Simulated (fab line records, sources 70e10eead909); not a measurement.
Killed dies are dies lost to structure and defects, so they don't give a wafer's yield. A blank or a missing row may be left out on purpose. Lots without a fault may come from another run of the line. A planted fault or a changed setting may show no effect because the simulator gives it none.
Chamber matching | flow nand_harc | NHARC_A_STAIRCASE_ETCHBACK_422 on rie_diel-07: 4 sister chambers
The step etches the open film in CH3F/O2, target depth 40 nm, time 74.286 s. 16 wafers are shown with their chamber, then 8 later ones without.

WAFERS WITH THEIR CHAMBER
wafer  | chamber | drypump_motor_current_A (A) | showerhead_plenum_p_Torr (Torr) | rf_vpp_V (V)
L075.2 | 2       | 5.7                         | 2.30                            | 242.6
L075.3 | 0       | 5.1                         | 2.41                            | 243.9
L075.5 | 1       | 6.3                         | 2.46                            | 244.8
L074.2 | 0       | 5.1                         | 2.41                            | 243.9
L074.3 | 2       | 5.8                         | 2.30                            | 240.6
L074.5 | 0       | 5.1                         | 2.41                            | 242.3
L080.3 | 3       | 6.1                         | 2.41                            | 244.3
L080.4 | 0       | 5.1                         | 2.40                            | 243.0
L080.6 | 2       | 5.7                         | 2.29                            | 241.7
L081.2 | 1       | 6.3                         | 2.45                            | 243.4
L081.4 | 2       | 5.8                         | 2.29                            | 242.4
L081.6 | 2       | 5.8                         | 2.29                            | 241.7
L084.3 | 3       | 6.1                         | 2.41                            | 244.4
L084.4 | 1       | 6.3                         | 2.45                            | 242.8
L084.6 | 0       | 5.1                         | 2.39                            | 242.4
L086.4 | 3       | 6.0                         | 2.40                            | 242.9

SIGNATURES (means of the wafers above)
reading                  | chamber 0 | chamber 1 | chamber 2 | chamber 3 | scatter within a chamber
drypump_motor_current_A  | 5.100     | 6.300     | 5.760     | 6.067     | 0.0394
showerhead_plenum_p_Torr | 2.4040    | 2.4533    | 2.2940    | 2.4067    | 0.00691
rf_vpp_V                 | 243.100   | 243.667   | 241.800   | 243.867   | 0.836
Rule: a wafer's distance from a chamber is the root of the sum, over the readings, of the square of ((its reading less the chamber's mean) divided by the reading's scatter). The wafer belongs to the nearest chamber; if the next one is less than 2 further off, it can't be placed. The scatter: the root of (the sum of the squares of (reading less its chamber's mean) over the shown wafers, divided by (wafers less chambers)).

WAFERS WITHOUT THEIR CHAMBER
wafer  | drypump_motor_current_A (A) | showerhead_plenum_p_Torr (Torr) | rf_vpp_V (V)
L086.5 | 6.0                         | 2.40                            | 243.5
L086.6 | 5.7                         | 2.29                            | 241.7
L093.1 | 5.1                         | 2.38                            | 243.1
L093.5 | 6.3                         | 2.44                            | 244.0
L093.6 | 5.1                         | 2.38                            | 243.6
L096.2 | 5.1                         | 2.38                            | 243.1
L096.4 | 5.8                         | 2.27                            | 241.5
L096.5 | 5.7                         | 2.27                            | 241.1

WHICH CHAMBER EACH WENT THROUGH
wafer  | from the rows above | in truth
L086.5 | 3                   | 3
L086.6 | 2                   | 2
L093.1 | 0                   | 0
L093.5 | 1                   | 1
L093.6 | 0                   | 0
L096.2 | 0                   | 0
L096.4 | 2                   | 2
L096.5 | 2                   | 2
Placed correctly: 8 of 8. Can't be placed from these rows: 0. Placed wrongly: 0.
